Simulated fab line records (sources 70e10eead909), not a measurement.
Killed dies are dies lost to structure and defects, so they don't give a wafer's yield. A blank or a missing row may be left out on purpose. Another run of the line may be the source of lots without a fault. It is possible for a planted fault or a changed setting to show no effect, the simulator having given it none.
Matching of chambers	flow nand-harc	cmp-02 running NHARC_A_DECK1_JOINT_CMP_02: 4 sister chambers
The step polishes SiOx. 4 wafers are shown with their chamber, then 7 later ones without.

WAFERS PAIRED WITH THEIR CHAMBERS
wafer	chamber	motor-current-A (A)
L889.1	3	11.7
L889.2	0	11.4
L893.1	1	11.0
L893.4	2	12.4

WAFERS WITH NO CHAMBER GIVEN
wafer	motor-current-A (A)
L893.5	12.4
L895.1	11.2
L895.4	12.3
L895.6	10.7
L902.2	10.3
L902.3	11.0
L902.5	10.7

WHICH CHAMBER EACH WENT THROUGH
wafer	from the rows above	in truth
L893.5	2	2
L895.1	can't be placed: 1 or 0 or 3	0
L895.4	can't be placed: 2 or 3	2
L895.6	can't be placed: 1 or 0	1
L902.2	can't be placed: 1 or 0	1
L902.3	can't be placed: 1 or 0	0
L902.5	can't be placed: 1 or 0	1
Correctly placed: 1 of 7. Unplaceable from these rows: 6, with the true chamber sitting among the candidates in 6. Placed wrongly: 0.
How it was worked out, from the rows above alone: a wafer's distance from a chamber is the root of the sum, over the readings, of the square of ((its reading less the chamber's mean) divided by the reading's scatter). The wafer belongs to the nearest chamber; if the next one is less than 2 further off, it can't be placed. Each chamber's mean is taken over the wafers shown for it. The scatter (one wafer shown for each chamber): square how far every hidden wafer sits from the nearest shown wafer, average those squares and take the square root.
